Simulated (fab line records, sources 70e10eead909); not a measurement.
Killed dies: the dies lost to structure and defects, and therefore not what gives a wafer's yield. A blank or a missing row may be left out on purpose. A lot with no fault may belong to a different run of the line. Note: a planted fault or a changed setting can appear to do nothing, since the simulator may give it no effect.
fab line records -- flow nandHarc
record lots=6, wafers=18, lastDay=33
route steps=1302 shown A_CONTACT@1037 END@1302
lots with no fault: from the same line, run without faults
startH: hours from the record's first day to the start of the lot's first wafer shown -- waitH: hours since the lot's step before -- " identical to the entry in the row above -- L1.1+2: several wafers, shown together as one row -- - no value present, or no start provided -- * or withheld: withheld -- < > ~ a bound
route shown NAME@n: names a module that has steps shown in the file, with the first one's number in the route -- usual: mean and standard deviation over wafers with no fault -- same: alike in all rows -- chamber/n: place in a boat -- sites: readings site by site -- _std_site: the values' standard deviation -- _edge_site: mean of outer sites minus mean of inner sites -- radiusMm: how far each site lies from the wafer's centre -- mask NAME#n: copy n -- behind: the last tool/chamber to shape the wafer -- hold: reason for holding the lot/hours on hold/outcome of the hold -- device: which transistor (n, p or np) failed to switch -- end of line: tests run on the same wafers once the route is complete -- for a step that has no rows: nothing shown but its recipe -- killed: not the wafer's yield, but the dies lost to structure and defects at the first sort -- map: a wafer's dies, x killed, . not, _ none there
set.NAME: the run value of the setting; set.NAME@STEP: its run value at that earlier step -- model.NAME: the simulator's own value behind a step, which no gauge read
lots at some steps of the route; a table a step, a row a wafer
services: the hour from which a tool's chamber was out of use, counted from the record's first day as startH (under 0 if before that day), plus the number of hours and why
## steps
# step NHARC_A_CONTACT_PEB_67
# recipe pebTempC=100, pebTimeS=65
# step NHARC_A_CONTACT_DEVELOP_68
# recipe developTimeS=35, devTempC=23
# step NHARC_A_CONTACT_CD_MEAS_69
# recipe targetCdNm=300, landingEnergyEv=500
# usual cdNm=300.3/0.65
lot.wafer,tool,chamber,startH,waitH,cdNm
L260.2,cdSem-03,0,558.74,-,300.1
L260.4,cdSem-03,0,558.74,-,301.8
L260.6,cdSem-03,0,558.74,-,299.3
L266.3,cdSem-02,0,605.71,-,300.1
L266.4,cdSem-02,0,605.71,-,300.6
L266.5,cdSem-02,0,605.71,-,300.6
L273.2,cdSem-02,0,672.44,-,299.8
L273.5,cdSem-02,0,672.44,-,300.4
L273.6,cdSem-02,0,672.44,-,300.4
L274.1,cdSem-02,0,688.61,-,300.0
L274.5,cdSem-02,0,688.61,-,300.1
L274.6,cdSem-02,0,688.61,-,300.6
L276.2,cdSem-01,0,695.74,-,299.9
L276.3,cdSem-01,0,695.74,-,299.3
L276.5,cdSem-01,0,695.74,-,299.9
L278.2,cdSem-02,0,715.00,-,300.5
L278.4,cdSem-02,0,715.00,-,299.9
L278.5,cdSem-02,0,715.00,-,300.1
# step NHARC_A_CONTACT_OVL_MEAS_70
# usual overlayXNm=0.2/0.8, overlayYNm=0.1/0.86
lot.wafer,tool,chamber,startH,waitH,overlayXNm,overlayYNm
L260.2,overlay-02,-,558.83,-,-1.0,0.9
L260.4,overlay-02,-,558.83,-,-0.4,1.1
L260.6,overlay-02,-,558.83,-,-0.3,1.0
L266.3,overlay-01,-,605.79,-,-0.3,-0.7
L266.4,overlay-01,-,605.79,-,0.2,-0.8
L266.5,overlay-01,-,605.79,-,-0.3,-0.6
L273.2,overlay-01,-,672.52,-,-0.4,0.6
L273.5,overlay-01,-,672.52,-,-0.7,0.9
L273.6,overlay-01,-,672.52,-,-0.7,0.3
L274.1,overlay-01,-,688.70,-,0.9,-0.5
L274.5,overlay-01,-,688.70,-,1.0,0.3
L274.6,overlay-01,-,688.70,-,1.2,-1.0
L276.2,overlay-01,-,695.82,-,1.1,-1.8
L276.3,overlay-01,-,695.82,-,0.1,-1.3
L276.5,overlay-01,-,695.82,-,-0.1,-1.1
L278.2,overlay-01,-,715.09,-,0.3,-1.5
L278.4,overlay-01,-,715.09,-,0.4,-1.5
L278.5,overlay-01,-,715.09,-,0.2,-1.6
# step NHARC_A_CONTACT_INSPECT_71
# usual rawDefectCount=78/35
lot.wafer,tool,chamber,startH,waitH,rawDefectCount
L260.2,defectInspect-02,-,558.87,0.0,97
L260.4,defectInspect-02,-,558.87,0.0,105
L260.6,defectInspect-02,-,558.87,0.0,113
L266.3,defectInspect-01,-,605.83,0.0,61
L266.4,defectInspect-01,-,605.83,0.0,74
L266.5,defectInspect-01,-,605.83,0.0,74
L273.2,defectInspect-02,-,672.56,0.0,159
L273.5,defectInspect-02,-,672.56,0.0,161
L273.6,defectInspect-02,-,672.56,0.0,146
L274.1,defectInspect-02,-,688.74,0.0,69
L274.5,defectInspect-02,-,688.74,0.0,75
L274.6,defectInspect-02,-,688.74,0.0,86
L276.2,defectInspect-01,-,695.86,0.0,31
L276.3,defectInspect-01,-,695.86,0.0,36
L276.5,defectInspect-01,-,695.86,0.0,30
L278.2,defectInspect-01,-,715.12,0.0,110
L278.4,defectInspect-01,-,715.12,0.0,141
L278.5,defectInspect-01,-,715.12,0.0,119
# step NHARC_A_CONTACT_DESCUM_74
# recipe timeS=3, o2FlowSccm=200, arFlowSccm=0, biasPowerW=0, chemistry=O2
# step NHARC_A_CONTACT_ETCH_75
# recipe targetDepthA=390, overEtchFrac=0.3, timeS=65, ionEnergyEv=80, cf4FlowSccm=150, arFlowSccm=0, rfW=300, biasW=100, chemistry=CF4
# step NHARC_A_CONTACT_ETCH_76
# recipe targetDepthA=2600, overEtchFrac=0.3, timeS=475.3, ionEnergyEv=200, n2FlowSccm=150, h2FlowSccm=150, arFlowSccm=0, rfW=400, biasW=150, chemistry=N2/H2
# step NHARC_A_CONTACT_ETCH_77
# recipe targetDepthA=1089, timeS=54.5, cf4FlowSccm=100, chf3FlowSccm=30, arFlowSccm=0, rfW=500, biasW=200, chemistry=CF4/CHF3
# usual drypumpMotorCurrentA=5.7/0.34, oesProductAu=0.928/0.02, rfVppV=371.7/2.6, showerheadPlenumPTorr=1.61/0.073, throttleValvePct=16.803/0.0087
# same timeS=54.5
lot.wafer,tool,chamber,startH,waitH,drypumpMotorCurrentA,oesProductAu,rfHoursCounterH,rfVppV,showerheadPlenumPTorr,throttleValvePct
L260.2,rieDiel-02,3,-,-,5.1,0.923,44,369.2,1.56,16.800
L260.4,rieDiel-02,0,-,-,6.4,0.922,60,371.5,1.62,16.804
L260.6,rieDiel-02,2,-,-,5.3,0.917,-,368.7,1.53,16.796
L266.3,rieDiel-11,2,-,-,5.7,0.905,28,367.0,1.49,16.811
L266.4,rieDiel-11,0,-,-,6.0,0.915,29,374.2,1.69,16.816
L266.5,rieDiel-11,1,-,-,5.7,0.917,-,374.3,1.69,16.801
L273.2,rieDiel-02,2,-,-,5.3,0.946,20,367.5,1.53,16.807
L273.6,rieDiel-02,3,-,-,5.1,0.972,-,370.1,1.55,16.807
L273.5,rieDiel-02,1,-,-,5.7,0.959,-,373.1,1.67,16.818
L274.1,rieDiel-02,3,-,-,5.1,0.920,33,370.2,1.55,16.783
L274.5,rieDiel-02,0,-,-,6.4,0.919,-,371.2,1.61,16.802
L274.6,rieDiel-02,1,-,-,5.7,0.919,-,373.3,1.67,16.814
L276.3,rieDiel-11,1,-,-,5.7,0.896,13,374.7,1.69,16.802
L276.2,rieDiel-11,3,-,-,5.9,0.931,13,370.4,1.57,16.813
L276.5,rieDiel-11,1,-,-,5.7,0.902,-,373.5,1.69,16.803
L278.2,rieDiel-11,2,-,-,5.7,0.929,18,368.7,1.49,16.799
L278.4,rieDiel-11,3,-,-,5.9,0.920,18,370.6,1.56,16.801
L278.5,rieDiel-11,2,-,-,5.7,0.928,-,367.2,1.49,16.789
# step NHARC_A_CONTACT_ETCH_78
# recipe targetDepthA=53000, overEtchFrac=0.3, timeS=1378, ionEnergyEv=150, o2FlowSccm=400, cosFlowSccm=20, arFlowSccm=0, rfW=500, biasW=300, chemistry=O2/COS
# usual drypumpMotorCurrentA=5.7/0.34, o2FlowSccm=400.1/1.2, oesProductAu=0.992/0.01, rfVppV=314.9/2.2, showerheadPlenumPTorr=3.18/0.15, throttleValvePct=28.330/0.0097
# same timeS=1378
lot.wafer,tool,chamber,startH,waitH,drypumpMotorCurrentA,o2FlowSccm,oesProductAu,rfHoursCounterH,rfVppV,showerheadPlenumPTorr,throttleValvePct
L260.2,rieDiel-02,2,-,-,5.3,398.1,0.983,61,310.7,3.04,28.328
L260.4,rieDiel-02,1,-,-,5.7,399.9,0.977,67,317.2,3.34,28.337
L260.6,rieDiel-02,2,-,-,5.3,399.4,0.984,-,313.5,3.04,28.319
L266.4,rieDiel-11,0,-,-,6.0,400.0,0.992,29,316.6,3.34,28.328
L266.3,rieDiel-11,1,-,-,5.7,399.8,0.977,28,318.9,3.36,28.320
L266.5,rieDiel-11,3,-,-,6.0,399.5,0.998,-,315.2,3.11,28.339
L273.2,rieDiel-02,2,-,-,5.3,401.8,0.988,20,313.1,3.03,28.339
L273.5,rieDiel-02,3,-,-,5.1,398.7,0.996,-,312.5,3.07,28.333
L273.6,rieDiel-02,2,-,-,5.3,400.7,0.987,-,312.6,3.03,28.307
L274.1,rieDiel-02,2,-,-,5.3,400.4,0.983,24,313.2,3.03,28.327
L274.6,rieDiel-02,1,-,-,5.7,400.5,0.984,-,316.3,3.32,28.335
L274.5,rieDiel-02,2,-,-,5.3,400.4,0.972,-,313.5,3.03,28.343
L276.3,rieDiel-11,3,-,-,5.9,398.9,1.012,13,314.1,3.11,28.328
L276.2,rieDiel-11,0,-,-,6.0,399.6,0.996,12,318.1,3.34,28.334
L276.5,rieDiel-11,2,-,-,5.7,402.1,1.001,-,311.4,2.96,28.337
L278.2,rieDiel-11,3,-,-,6.0,399.9,1.009,18,313.6,3.10,28.328
L278.4,rieDiel-11,0,-,-,6.1,401.2,0.992,17,317.1,3.33,28.310
L278.5,rieDiel-11,2,-,-,5.7,402.2,0.993,-,311.9,2.95,28.353
# step NHARC_A_CONTACT_ETCH_124
# recipe sourceW=withheld, pressureMtorr=20, biasV=withheld, timeS=140, targetDepthA=7000, arFlowSccm=withheld, c4f8FlowSccm=withheld, o2FlowSccm=withheld, chemistry=C4F8/O2/Ar
# step NHARC_A_CONTACT_ETCH_125
# recipe sourceW=withheld, pressureMtorr=20, biasV=3000, timeS=197, targetDepthA=19180, arFlowSccm=withheld, c4f8FlowSccm=withheld, o2FlowSccm=withheld, chemistry=C4F8/O2/Ar
# same timeS=197
lot.wafer,tool,chamber,startH,waitH,rfHoursCounterH
L260.2,harCapEtch-01,1,560.69,0.2,7
L260.4,harCapEtch-01,0,560.69,0.2,-
L260.6,harCapEtch-01,1,560.69,0.2,-
L266.3,harCapEtch-02,0,607.69,0.2,-
L266.4,harCapEtch-02,1,607.69,0.2,-
L266.5,harCapEtch-02,0,607.69,0.2,-
L273.2,harCapEtch-02,1,674.68,0.2,114
L273.5,harCapEtch-02,1,674.68,0.2,-
L273.6,harCapEtch-02,0,674.68,0.2,-
L274.1,harCapEtch-02,0,690.58,0.2,118
L274.5,harCapEtch-02,0,690.58,0.2,-
L274.6,harCapEtch-02,1,690.58,0.2,-
L276.2,harCapEtch-03,0,697.74,0.2,78
L276.3,harCapEtch-03,1,697.74,0.2,-
L276.5,harCapEtch-03,1,697.74,0.2,-
L278.2,harCapEtch-03,0,716.96,0.2,82
L278.4,harCapEtch-03,0,716.96,0.2,-
L278.5,harCapEtch-03,0,716.96,0.2,-
# step NHARC_A_CONTACT_ETCH_126
# recipe sourceW=withheld, pressureMtorr=20, biasV=3000, timeS=197, targetDepthA=19180, arFlowSccm=withheld, c4f8FlowSccm=withheld, o2FlowSccm=withheld, chemistry=C4F8/O2/Ar
# same timeS=197
lot.wafer,tool,chamber,startH,waitH,rfHoursCounterH
L260.2,harCapEtch-01,1,560.87,0.1,8
L260.4,harCapEtch-01,0,560.87,0.1,-
L260.6,harCapEtch-01,1,560.87,0.1,-
L266.3,harCapEtch-02,0,607.86,0.1,-
L266.4,harCapEtch-02,1,607.86,0.1,-
L266.5,harCapEtch-02,0,607.86,0.1,-
L273.2,harCapEtch-02,1,674.85,0.1,115
L273.5,harCapEtch-02,1,674.85,0.1,-
L273.6,harCapEtch-02,0,674.85,0.1,-
L274.1,harCapEtch-02,0,690.75,0.1,118
L274.5,harCapEtch-02,0,690.75,0.1,-
L274.6,harCapEtch-02,1,690.75,0.1,-
L276.2,harCapEtch-03,0,697.97,0.2,78
L276.3,harCapEtch-03,1,697.97,0.2,-
L276.5,harCapEtch-03,1,697.97,0.2,-
L278.2,harCapEtch-03,0,717.13,0.1,82
L278.4,harCapEtch-03,0,717.13,0.1,-
L278.5,harCapEtch-03,0,717.13,0.1,-
# step NHARC_A_CONTACT_ETCH_127
# recipe sourceW=withheld, pressureMtorr=20, biasV=3000, timeS=197, targetDepthA=19180, arFlowSccm=withheld, c4f8FlowSccm=withheld, o2FlowSccm=withheld, chemistry=C4F8/O2/Ar
# step NHARC_A_CONTACT_ETCH_128
# recipe sourceW=withheld, pressureMtorr=20, biasV=3000, timeS=197, targetDepthA=19180, arFlowSccm=withheld, c4f8FlowSccm=withheld, o2FlowSccm=withheld, chemistry=C4F8/O2/Ar
# step NHARC_A_CONTACT_ETCH_129
# recipe sourceW=withheld, pressureMtorr=20, biasV=3000, timeS=197, targetDepthA=19180, arFlowSccm=withheld, c4f8FlowSccm=withheld, o2FlowSccm=withheld, chemistry=C4F8/O2/Ar
# step NHARC_A_CONTACT_ETCH_130
# recipe sourceW=withheld, pressureMtorr=20, biasV=3000, timeS=197, targetDepthA=19180, arFlowSccm=withheld, c4f8FlowSccm=withheld, o2FlowSccm=withheld, chemistry=C4F8/O2/Ar
# step NHARC_A_CONTACT_ETCH_131
# recipe sourceW=withheld, pressureMtorr=20, biasV=3000, timeS=197, targetDepthA=19180, arFlowSccm=withheld, c4f8FlowSccm=withheld, o2FlowSccm=withheld, chemistry=C4F8/O2/Ar
# step NHARC_A_CONTACT_ETCH_132
# recipe sourceW=withheld, pressureMtorr=20, biasV=3000, timeS=197, targetDepthA=19240, arFlowSccm=withheld, c4f8FlowSccm=withheld, o2FlowSccm=withheld, chemistry=C4F8/O2/Ar
# step NHARC_A_CONTACT_ETCH_133
# recipe sourceW=withheld, pressureMtorr=20, biasV=400, timeS=374, targetDepthA=16100, arFlowSccm=withheld, c4f8FlowSccm=11.5, o2FlowSccm=7.2, chemistry=C4F8/O2/Ar
# same timeS=374
lot.wafer,tool,chamber,startH,waitH,rfHoursCounterH
L260.2,harCapEtch-01,1,562.15,0.2,9
L260.4,harCapEtch-01,0,562.15,0.2,-
L260.6,harCapEtch-01,1,562.15,0.2,-
L266.3,harCapEtch-02,0,609.18,0.2,-
L266.4,harCapEtch-02,1,609.18,0.2,-
L266.5,harCapEtch-02,0,609.18,0.2,-
L273.2,harCapEtch-02,1,676.09,0.1,116
L273.5,harCapEtch-02,1,676.09,0.1,-
L273.6,harCapEtch-02,0,676.09,0.1,-
L274.1,harCapEtch-02,0,691.99,0.1,119
L274.5,harCapEtch-02,0,691.99,0.1,-
L274.6,harCapEtch-02,1,691.99,0.1,-
L276.2,harCapEtch-03,0,699.62,0.2,79
L276.3,harCapEtch-03,1,699.62,0.2,-
L276.5,harCapEtch-03,1,699.62,0.2,-
L278.2,harCapEtch-03,0,718.41,0.2,83
L278.4,harCapEtch-03,0,718.41,0.2,-
L278.5,harCapEtch-03,0,718.41,0.2,-
# step NHARC_A_CONTACT_ETCH_91
# recipe targetDepthA=400, overEtchFrac=0.5, timeS=85.7, ionEnergyEv=120, ch3fFlowSccm=50, o2FlowSccm=30, arFlowSccm=200, rfW=500, biasW=100, chemistry=CH3F/O2
# step NHARC_A_CONTACT_ETCH_97
# recipe targetDepthA=200, overEtchFrac=0.5, timeS=10, ionEnergyEv=250, c4f6FlowSccm=25, o2FlowSccm=20, arFlowSccm=500, rfW=600, biasW=500, chemistry=C4F6/O2
# step NHARC_A_CONTACT_CD_MEAS_80
# usual cdNm=289.4/1
lot.wafer,tool,chamber,startH,waitH,cdNm
L260.2,cdSem-02,-,563.09,-,287.2
L260.4,cdSem-02,-,563.09,-,287.1
L260.6,cdSem-02,-,563.09,-,288.5
L266.3,cdSem-03,-,610.09,-,289.7
L266.4,cdSem-03,-,610.09,-,289.3
L266.5,cdSem-03,-,610.09,-,289.3
L273.2,cdSem-03,-,677.12,-,290.2
L273.5,cdSem-03,-,677.12,-,290.1
L273.6,cdSem-03,-,677.12,-,289.0
L274.1,cdSem-02,-,692.99,-,288.9
L274.5,cdSem-02,-,692.99,-,289.7
L274.6,cdSem-02,-,692.99,-,288.3
L276.2,cdSem-02,-,700.77,-,288.6
L276.3,cdSem-02,-,700.77,-,289.5
L276.5,cdSem-02,-,700.77,-,290.4
L278.2,cdSem-01,-,719.34,-,288.2
L278.4,cdSem-01,-,719.34,-,288.6
L278.5,cdSem-01,-,719.34,-,287.9
# step NHARC_A_CONTACT_STRIP_103
# recipe n2FlowSccm=150, h2FlowSccm=150, arFlowSccm=0, biasW=0, chemistry=N2/H2
# step NHARC_A_CONTACT_STRIP_104
# recipe cf4FlowSccm=100, chf3FlowSccm=30, arFlowSccm=0, biasW=0, chemistry=CF4/CHF3
# step NHARC_A_CONTACT_STRIP_105
# recipe o2FlowSccm=400, cosFlowSccm=20, arFlowSccm=0, biasW=0, chemistry=O2/COS
# step NHARC_A_CONTACT_ETCH_106
# recipe targetDepthA=900, overetchA=90, timeS=49.5, ionEnergyEv=100, cf4FlowSccm=80, o2FlowSccm=20, arFlowSccm=0, rfW=300, biasW=100, chemistry=CF4/O2
# usual drypumpMotorCurrentA=5.7/0.32, o2FlowSccm=20.00/0.06, oes_ar_750_au=1.000/0.0045, oesProductAu=0.993/0.011, rfVppV=198.2/1.5, showerheadPlenumPTorr=1.36/0.064, throttleValvePct=13.397/0.0095
# same timeS=49.5
lot.wafer,tool,chamber,startH,waitH,drypumpMotorCurrentA,o2FlowSccm,oes_ar_750_au,oesProductAu,rfHoursCounterH,rfVppV,showerheadPlenumPTorr,throttleValvePct
L260.4,rieDiel-11,0,563.38,0.1,6.0,20.06,1.000,1.002,18,199.6,1.44,13.400
L260.2,rieDiel-11,3,563.38,0.1,5.9,20.05,0.995,0.994,15,197.4,1.33,13.403
L260.6,rieDiel-11,1,563.38,0.1,5.7,20.03,1.000,1.000,-,199.8,1.44,13.391
L266.3,rieDiel-02,0,610.42,0.1,6.4,19.89,0.998,1.001,10,198.5,1.37,13.383
L266.5,rieDiel-02,3,610.42,0.1,5.1,20.02,1.001,0.984,-,195.3,1.32,13.415
L266.4,rieDiel-02,0,610.42,0.1,6.4,19.84,0.997,0.999,-,199.8,1.37,13.395
L273.2,rieDiel-02,2,677.46,0.1,5.3,20.06,1.005,0.989,21,197.6,1.30,13.402
L273.6,rieDiel-02,3,677.46,0.1,5.1,20.02,0.995,1.002,-,197.5,1.31,13.402
L273.5,rieDiel-02,1,677.46,0.1,5.7,20.10,0.999,0.991,-,199.2,1.42,13.371
L274.1,rieDiel-11,1,693.28,0.0,5.7,19.94,1.001,0.979,13,200.2,1.44,13.386
L274.5,rieDiel-11,1,693.28,0.0,5.7,20.02,1.000,0.981,-,199.3,1.44,13.396
L274.6,rieDiel-11,2,693.28,0.0,5.7,19.96,0.999,1.003,-,195.3,1.26,13.391
L276.3,rieDiel-11,0,701.06,0.1,6.0,19.92,0.995,0.994,13,198.9,1.43,13.408
L276.2,rieDiel-11,2,701.06,0.1,5.6,19.98,0.994,1.004,15,196.4,1.26,13.408
L276.5,rieDiel-11,3,701.06,0.1,5.9,19.99,1.005,1.006,-,197.0,1.33,13.401
L278.4,rieDiel-13,0,719.63,0.1,5.5,19.95,0.996,1.002,4,199.0,1.35,13.393
L278.2,rieDiel-13,3,719.63,0.1,5.2,20.03,0.999,1.009,4,196.7,1.33,13.398
L278.5,rieDiel-13,0,719.63,0.1,5.5,19.99,0.998,1.000,-,197.9,1.35,13.396
# step NHARC_A_CONTACT_STRIP_82
# recipe o2FlowSccm=500, arFlowSccm=0, biasW=0, chemistry=O2
# step NHARC_A_CONTACT_STRIP_83
# recipe timeS=600, tempC=30, chemistry=postEtchResidueRemover
# step NHARC_A_CONTACT_DEP_84
# recipe targetThkA=28000, tempC=400, material=aC
# step NHARC_A_CONTACT_DEP_85
# recipe targetThkA=600, targetThkNm=60, tempC=400, pressureTorr=3.5, flowSccm=200, rfW=350, material=SiON
# step NHARC_A_CONTACT_DEHYDRATE_00
# recipe tempC=150, timeS=120
# step NHARC_A_CONTACT_HMDS_01
# recipe timeS=30
# step NHARC_A_CONTACT_COAT_86
# recipe tempC=260, timeS=75
# step NHARC_A_CONTACT_COAT_87
# recipe tempC=225, timeS=65
# step NHARC_A_CONTACT_COAT_02
# recipe spinRpm=1500, resistThkNm=90
# step NHARC_A_CONTACT_SOFTBAKE_03
# recipe tempC=105, timeS=55
# step NHARC_A_CONTACT_EBR_04
# step NHARC_A_CONTACT_EXPOSE_05
# recipe na=1.35, sigmaOuter=0.8, doseMj=84.24, maskId=A_CC
# step NHARC_A_CONTACT_PEB_06
# recipe pebTempC=100, pebTimeS=65
# step NHARC_A_CONTACT_DEVELOP_07
# recipe developTimeS=35, devTempC=23
# step NHARC_A_CONTACT_CD_MEAS_08
# recipe targetCdNm=200, landingEnergyEv=500
# usual cdNm=200.1/0.6
lot.wafer,tool,chamber,startH,waitH,cdNm
L260.2,cdSem-01,0,570.30,-,200.4
L260.4,cdSem-01,0,570.30,-,200.7
L260.6,cdSem-01,0,570.30,-,199.0
L266.3,cdSem-01,0,616.26,-,200.0
L266.4,cdSem-01,0,616.26,-,199.6
L266.5,cdSem-01,0,616.26,-,199.1
L273.2,cdSem-02,0,685.21,-,200.2
L273.5,cdSem-02,0,685.21,-,200.7
L273.6,cdSem-02,0,685.21,-,200.8
L274.1,cdSem-02,0,696.33,-,200.3
L274.5,cdSem-02,0,696.33,-,200.2
L274.6,cdSem-02,0,696.33,-,199.8
L276.2,cdSem-02,0,705.40,-,200.8
L276.3,cdSem-02,0,705.40,-,200.5
L276.5,cdSem-02,0,705.40,-,199.5
L278.2,cdSem-03,0,725.45,-,200.6
L278.4,cdSem-03,0,725.45,-,200.3
L278.5,cdSem-03,0,725.45,-,200.5
# step NHARC_END_SORT_01
# recipe tempC=25
# usual killedAtArray=46/15, killedAtOther=1.0/1.3, killedAtPeriphery=4/3, killedDies=51/15, killedOpen=3.2/1.8, killedShort=2.5/1.5
# same grossDies=677
lot.wafer,tool,chamber,startH,waitH,killedAtArray,killedAtOther,killedAtPeriphery,killedDies,killedOpen,killedShort
L273.2,prober-01,0,740.62,2.8,139,0,4,143,1,5
L273.5,prober-01,0,743.01,3.7,175,1,6,182,8,3
L273.6,prober-01,0,743.80,4.0,156,0,4,160,3,6
L274.1,prober-01,0,747.57,2.5,125,3,2,130,3,5
L274.5,prober-01,0,750.75,3.7,135,4,2,141,3,2
L274.6,prober-01,0,751.55,4.0,123,3,4,130,3,1
# killed by level:class
L273.2 A_CONTACT:unspecified=88 A_CHANNEL_HOLE_D1:chamberFilmFlake=16 A_SLIT:chamberFilmFlake=12 A_CHANNEL_HOLE_D2:chamberFilmFlake=9 A_STAIRCASE:chamberFilmFlake=5 A_CHANNEL_FILL_D1:geometricParticle:short=2 A_SOURCE_PLATE:geometricParticle:short=1 A_CHANNEL_HOLE_D1:geometricParticle:short=1
L273.5 A_CONTACT:unspecified=84 A_CHANNEL_HOLE_D1:chamberFilmFlake=39 A_SLIT:chamberFilmFlake=17 A_CHANNEL_HOLE_D2:chamberFilmFlake=13 A_CONTACT:chamberFilmFlake=6 A_STAIRCASE:chamberFilmFlake=3 P_GATE:chamberFilmFlake=2 A_WL_FILL:chamberFilmFlake=2
L273.6 A_CONTACT:unspecified=93 A_SLIT:chamberFilmFlake=20 A_CHANNEL_HOLE_D1:chamberFilmFlake=19 A_CHANNEL_HOLE_D2:chamberFilmFlake=13 A_BLC:chamberFilmFlake=3 A_CHANNEL_FILL_D1:geometricParticle:short=2 A_CONTACT:chamberFilmFlake=2 P_GATE:geometricParticle:short=1
L274.1 A_CONTACT:unspecified=86 A_SLIT:chamberFilmFlake=17 A_CHANNEL_HOLE_D1:chamberFilmFlake=4 A_STAIRCASE:chamberFilmFlake=4 A_ZERO_WELL:chamberFilmFlake=3 A_CONTACT:chamberFilmFlake=3 A_CHANNEL_FILL_D1:geometricParticle:short=2 THIN_TSV:chamberFilmFlake=2
L274.5 A_CONTACT:unspecified=95 A_SLIT:chamberFilmFlake=17 A_CHANNEL_HOLE_D1:chamberFilmFlake=7 A_STAIRCASE:chamberFilmFlake=6 A_CONTACT:chamberFilmFlake=3 THIN_TSV:chamberFilmFlake=3 P_M0:geometricParticle:short=1 A_CHANNEL_FILL_D1:geometricParticle:open=1
L274.6 A_CONTACT:unspecified=89 A_SLIT:chamberFilmFlake=15 A_CHANNEL_HOLE_D1:chamberFilmFlake=8 A_CONTACT:chamberFilmFlake=7 THIN_TSV:chamberFilmFlake=3 P_CONTACT:geometricParticle:open=2 P_GATE:chamberFilmFlake=2 A_STAIRCASE:chamberFilmFlake=2
# map L273.5 (x killed, . not)
____________.____________
_________......._________
_______..........._______
______.............______
_____.......x......._____
____....x............____
____.........x.......____
___...................___
___...................___
__....x.....xx.........__
__.....................__
_...................x..._
_......................._
_.x.................x..x_
_.....x...........xx..x._
_..............x.xxx.xx._
....x..........xxxxxxxx.x
..x......x.....xxxxxx..xx
......xx........xxxxxx.xx
......x..x....x.x.xx.xxxx
......xxxxx.....xxxxxxxxx
_......xxxxx.x...xx..xxx_
_.....xxxxxxxx....xxxxxx_
_.....xxxxxx.........x.x_
_....xxxxxxxxx.....x...x_
_...xxxxxxxxxx........xx_
__x.xxxxxxxxx.....x..xx__
__..xxxxxxxxxxx....x...__
___...xxxxxx........x.___
___...xxxxxxxx........___
____..xxx...x........____
____..x.x.x..........____
_____...xx...x......_____
______...........x.______
_______......x...._______
_________......._________
____________.____________
# map L274.5 (x killed, . not)
____________.____________
_________....x.x_________
_______.x...xxx.xx_______
______.....xx.xxxx.______
_____......xxxxxxxx._____
____.......xxxxxxx...____
____......xxxxxxxxxx.____
___........xxxxxxxx...___
___.......xxxxxxxxxx..___
__x.......xxxxxxxxxx...__
__x.......xxxxxxxxxx...__
_.........x.xxxxxx......_
_x......x..xxxxxxxx....._
_............xxxxxx....._
_............x.x.....x.._
_x............x...x....._
.......................x.
.........................
...........x........xxx..
.....................x.xx
.....................xxxx
_.......x............xxx_
_.....................xx_
_.x.................xxxx_
_....................x.x_
_......x...........x..xx_
__....................x__
__.........x...........__
___..................x___
___...................___
____.................____
____.................____
_____..............._____
______.............______
_______......x...._______
_________......._________
____________.____________
## services
tool,chamber,startH,hours,kind
rieDiel-11,0,539.64,-,clean
rieDiel-11,1,539.64,-,clean
rieDiel-11,2,539.64,-,clean
rieDiel-11,3,539.64,-,clean
rieDiel-13,1,543.97,16.4,repair
rieDiel-13,0,554.60,2.5,repair
rieDiel-11,0,564.14,-,clean
rieDiel-11,1,564.14,-,clean
rieDiel-11,2,564.14,-,clean
rieDiel-11,3,564.14,-,clean
rieDiel-02,-,571.62,9.0,pm
rieDiel-11,0,588.21,5.9,repair
rieDiel-11,1,588.64,-,clean
rieDiel-11,2,588.64,-,clean
rieDiel-11,3,588.64,-,clean
rieDiel-02,2,608.45,27.5,repair
rieDiel-11,-,609.50,9.0,pm
rieDiel-11,0,609.50,9.0,ventCycle
rieDiel-11,1,609.50,9.0,ventCycle
rieDiel-02,0,634.95,11.6,repair
rieDiel-02,3,663.79,7.2,repair
rieDiel-02,0,668.40,11.0,repair
harCapEtch-02,-,677.23,2.9,repair
rieDiel-13,-,696.67,9.0,pm
## key
firstSign step=NHARC_END_SORT_01, reading=killedDies, direction=up, sigmas=6.6, usual=51, struck=148
effect step=NHARC_END_SORT_01, reading=killedAtArray, direction=up, sigmas=6.5, usual=46, struck=142
moreKillsBornAt NHARC_A_CONTACT_ETCH_126@harCapEtch-02=510
metAt NHARC_A_CONTACT_ETCH_126
struckWafers L273.2,L273.5,L273.6,L274.1,L274.5,L274.6
testerLeftOut L273,L274
onsetBetween 607.86 674.85
alsoFits NHARC_A_CONTACT_ETCH_77:rieDiel-02,NHARC_A_CONTACT_ETCH_78:rieDiel-02,NHARC_A_CONTACT_ETCH_125:harCapEtch-02,NHARC_A_CONTACT_ETCH_133:harCapEtch-02
fault kind=chamberParticleSource, tool=harCapEtch-02, chamber=-, onsetH=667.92, steps=NHARC_A_CONTACT_ETCH_126, ratePerVisitCm2=0.98688, endH=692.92
# testerLeftOut: of these lots the tester's yield and bins aren't shown, on N5 and GAA mostly nor the transistor test; their killed dies are dies lost to structure and defects alone, not to doping, threshold or leakage, so they don't give the yield
